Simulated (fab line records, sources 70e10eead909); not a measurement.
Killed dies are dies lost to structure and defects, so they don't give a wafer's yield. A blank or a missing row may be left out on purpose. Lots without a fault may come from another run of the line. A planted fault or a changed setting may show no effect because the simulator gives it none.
Which tool did it? | flow nand_harc | 12 lots, 36 wafers sampled, at 5 steps of a route of 1302

WHAT THE GAUGES READ, wafer by wafer
NHARC_END_SORT_01.
lot  | measured     | on        | killed_at_array | killed_at_other | killed_at_periphery | killed_dies | killed_open | killed_short
L449 | day 30 00:13 | prober-01 | 676 672 674     | 1 0 2           | 0 5 1               | 677 677 677 | 4 4 4       | 0 6 1
L452 | day 30 00:23 | prober-02 | 673 670 672     | 0 0 1           | 4 7 4               | 677 677 677 | 4 2 7       | 2 2 2
L454 | day 30 23:55 | prober-01 | 670 668 669     | 0 0 0           | 7 9 8               | 677 677 677 | 2 3 4       | 1 4 3

WHICH TOOL RAN EACH LOT (tool, then ch and the chambers of the sampled wafers, then the start)
lot  | NHARC_A_CONTACT_ETCH_128             | NHARC_A_CONTACT_ETCH_106           | NHARC_A_CONTACT_STRIP_82           | NHARC_A_CONTACT_DEP_84
L437 | har_cap_etch-02 ch 0,1, day 22 04:17 | rie_diel-04 ch 0,1,2, day 22 06:56 | rie_diel-04 ch 0,2,3, day 22 07:02 | acl_dep-01 ch 0, day 22 08:07
L438 | har_cap_etch-03 ch 0,1, day 22 11:19 | rie_diel-01 ch 2,3, day 22 13:31   | rie_diel-01 ch 2,3, day 22 13:39   | acl_dep-01 ch 0, day 22 14:14
L440 | har_cap_etch-03 ch 0,1, day 23 00:08 | rie_diel-04 ch 1,3, day 23 02:20   | rie_diel-04 ch 1,3, day 23 02:28   | acl_dep-01 ch 0, day 23 04:47
L441 | har_cap_etch-02 ch 0,1, day 23 11:46 | rie_diel-04 ch 0,1,3, day 23 13:56 | rie_diel-04 ch 0,2,3, day 23 14:01 | acl_dep-02 ch 0, day 23 14:52
L442 | har_cap_etch-01 ch 0,1, day 23 18:20 | rie_diel-01 ch 0,1,3, day 23 21:27 | rie_diel-01 ch 1,2,3, day 23 21:32 | acl_dep-03 ch 0, day 23 22:07
L443 | har_cap_etch-01 ch 0,1, day 24 08:36 | rie_diel-04 ch 1,2,3, day 24 11:08 | rie_diel-04 ch 0,1, day 24 11:13   | acl_dep-03 ch 0, day 24 15:06
L444 | har_cap_etch-01 ch 0,1, day 25 05:07 | rie_diel-04 ch 1,2, day 25 07:36   | rie_diel-04 ch 0,3, day 25 07:43   | acl_dep-01 ch 0, day 25 09:07
L446 | har_cap_etch-02 ch 0,1, day 25 16:34 | rie_diel-01 ch 1,2, day 25 18:43   | rie_diel-01 ch 1,2,3, day 25 18:51 | acl_dep-03 ch 0, day 25 21:17
L450 | har_cap_etch-03 ch 0,1, day 27 06:45 | rie_diel-04 ch 0,3, day 27 08:50   | rie_diel-04 ch 0,1,2, day 27 08:58 | acl_dep-01 ch 0, day 27 13:36
L449 | har_cap_etch-02 ch 0,1, day 27 11:27 | rie_diel-04 ch 0,1,3, day 27 13:37 | rie_diel-04 ch 0,1,3, day 27 13:41 | acl_dep-02 ch 0, day 27 15:40
L452 | har_cap_etch-03 ch 0,1, day 27 14:20 | rie_diel-04 ch 1,2,3, day 27 16:41 | rie_diel-04 ch 0,1,2, day 27 16:46 | acl_dep-03 ch 0, day 27 17:20
L454 | har_cap_etch-01 ch 0,1, day 28 15:04 | rie_diel-04 ch 0,1,3, day 28 17:14 | rie_diel-04 ch 0,1,2, day 28 17:20 | acl_dep-02 ch 0, day 28 18:11
- NHARC_A_CONTACT_ETCH_128: etches the open film in C4F8/O2/Ar, time 197 s, target depth 1918 nm.
- NHARC_A_CONTACT_ETCH_106: etches the open film in CF4/O2, target depth 90 nm, overetch 9 nm, time 49.5 s.
- NHARC_A_CONTACT_STRIP_82: strips in O2.
- NHARC_A_CONTACT_DEP_84: deposits aC, target thk 2800 nm.

WHAT THE TOOLS THEMSELVES READ (means of the sampled wafers that have a number; where no wafer has one, the mark that the record gives instead)
NHARC_A_CONTACT_ETCH_106.
lot  | tool        | drypump_motor_current_A (A) | mfc_ar_sccm (sccm) | o2_flow_sccm (sccm) | oes_product_au (a.u.) | rf_vpp_V (V) | showerhead_plenum_p_Torr (Torr) | throttle_valve_pct (%)
L437 | rie_diel-04 | 6.3                         | 0.021              | 19.97               | 1.010                 | 198.2        | 1.34                            | 13.389
L438 | rie_diel-01 | 6.1                         | 0.005              | 20.00               | 1.001                 | 196.3        | 1.28                            | 13.406
L440 | rie_diel-04 | 6.5                         | 0.000              | 19.98               | 1.012                 | 199.6        | 1.41                            | 13.396
L441 | rie_diel-04 | 6.3                         | 0.010              | 20.04               | 0.999                 | 199.0        | 1.36                            | 13.396
L442 | rie_diel-01 | 5.7                         | 0.013              | 20.01               | 1.004                 | 196.4        | 1.29                            | 13.404
L443 | rie_diel-04 | 6.4                         | 0.011              | 20.04               | 0.999                 | 197.1        | 1.35                            | 13.395
L444 | rie_diel-04 | 6.5                         | 0.011              | 19.95               | 0.993                 | 198.9        | 1.39                            | 13.396
L446 | rie_diel-01 | 5.9                         | 0.016              | 20.00               | 0.988                 | 197.0        | 1.33                            | 13.398
L450 | rie_diel-04 | 6.2                         | 0.010              | 20.01               | 0.989                 | 197.3        | 1.32                            | 13.392
L449 | rie_diel-04 | 6.3                         | 0.010              | 20.05               | 0.991                 | 197.8        | 1.35                            | 13.400
L452 | rie_diel-04 | 6.4                         | 0.011              | 20.05               | 0.991                 | 197.6        | 1.35                            | 13.401
L454 | rie_diel-04 | 6.3                         | 0.010              | 19.91               | 0.988                 | 197.3        | 1.35                            | 13.399

NHARC_A_CONTACT_STRIP_82.
lot  | tool        | chamber_pressure_mTorr (mTorr) | drypump_motor_current_A (A) | mfc_ar_sccm (sccm) | o2_flow_sccm (sccm) | oes_product_au (a.u.) | rf_vpp_V (V) | showerhead_plenum_p_Torr (Torr) | throttle_valve_pct (%)
L437 | rie_diel-04 | 60.02                          | 6.2                         | 0.021              | 499.6               | 1.005                 | 57.3         | 3.45                            | 17.039
L438 | rie_diel-01 | 59.98                          | 6.2                         | 0.005              | 499.1               | 1.000                 | 57.5         | 3.39                            | 17.036
L440 | rie_diel-04 | 60.00                          | 6.5                         | 0.000              | 501.0               | 1.012                 | 58.0         | 3.63                            | 17.026
L441 | rie_diel-04 | 59.97                          | 6.2                         | 0.021              | 500.8               | 1.004                 | 58.1         | 3.45                            | 17.042
L442 | rie_diel-01 | 60.05                          | 6.0                         | 0.011              | 498.6               | 1.000                 | 57.6         | 3.45                            | 17.033
L443 | rie_diel-04 | 59.95                          | 6.3                         | 0.010              | 499.8               | 0.995                 | 57.9         | 3.66                            | 17.030
L444 | rie_diel-04 | 59.95                          | 6.0                         | 0.019              | 500.2               | 0.991                 | 57.0         | 3.45                            | 17.031
L446 | rie_diel-01 | 60.00                          | 6.0                         | 0.011              | 499.9               | 0.995                 | 57.6         | 3.45                            | 17.034
L450 | rie_diel-04 | 59.97                          | 6.3                         | 0.021              | 499.6               | 0.992                 | 58.1         | 3.52                            | 17.029
L449 | rie_diel-04 | -                              | -                           | -                  | -                   | -                     | -            | -                               | -
L452 | rie_diel-04 | -                              | -                           | -                  | -                   | -                     | -            | -                               | -
L454 | rie_diel-04 | -                              | -                           | -                  | -                   | -                     | -            | -                               | -

NHARC_A_CONTACT_DEP_84.
lot  | tool       | throttle_valve_pct (%)
L437 | acl_dep-01 | 34.997
L438 | acl_dep-01 | 34.999
L440 | acl_dep-01 | 34.990
L441 | acl_dep-02 | 34.990
L442 | acl_dep-03 | 34.991
L443 | acl_dep-03 | 34.993
L444 | acl_dep-01 | 35.004
L446 | acl_dep-03 | 35.000
L450 | acl_dep-01 | 34.999
L449 | acl_dep-02 | 35.002
L452 | acl_dep-03 | 34.994
L454 | acl_dep-02 | 35.002

THE ANSWER, worked out from the rows above alone
Rule: what is usual is taken from the lots themselves. Put in order of their means at a reading, lots are off if they are a third of the lots or fewer, leave a main group of 4 or more, and stand apart from it by a gap of 3 or more times the standard deviation of the main group's means; of several such gaps the widest counts. A main group whose means are all the same, to the digits that the tables above print for the reading, isn't used. A lot without any number at a reading at which 4 lots or more have one is off too. The other lots that the step has rows for count as sound. The gauges are gone through in route order, then the tools' own readings, and for those a lot's mean is taken as printed above. The first step at which some lot is off is used, and at that step the reading that is off furthest; a lot without a number counts as furthest.
Off: L449, L452, L454, at NHARC_A_CONTACT_STRIP_82 (chamber_pressure_mTorr). Without a number there: L449, L452, L454. The main group: mean 59.99 mTorr, standard deviation 0.031.
A tool fits if, at that step or a process step before it, it ran every lot that is off, and no sound lot after the first of them. One fits: rie_diel-04 at NHARC_A_CONTACT_ETCH_106 and NHARC_A_CONTACT_STRIP_82. At NHARC_A_CONTACT_ETCH_106 its last sound lot is L450 (day 27 08:50), its first lot that is off L449 (day 27 13:37): a fault that began between those two fits.

WHAT THE SIMULATOR HAD PUT IN
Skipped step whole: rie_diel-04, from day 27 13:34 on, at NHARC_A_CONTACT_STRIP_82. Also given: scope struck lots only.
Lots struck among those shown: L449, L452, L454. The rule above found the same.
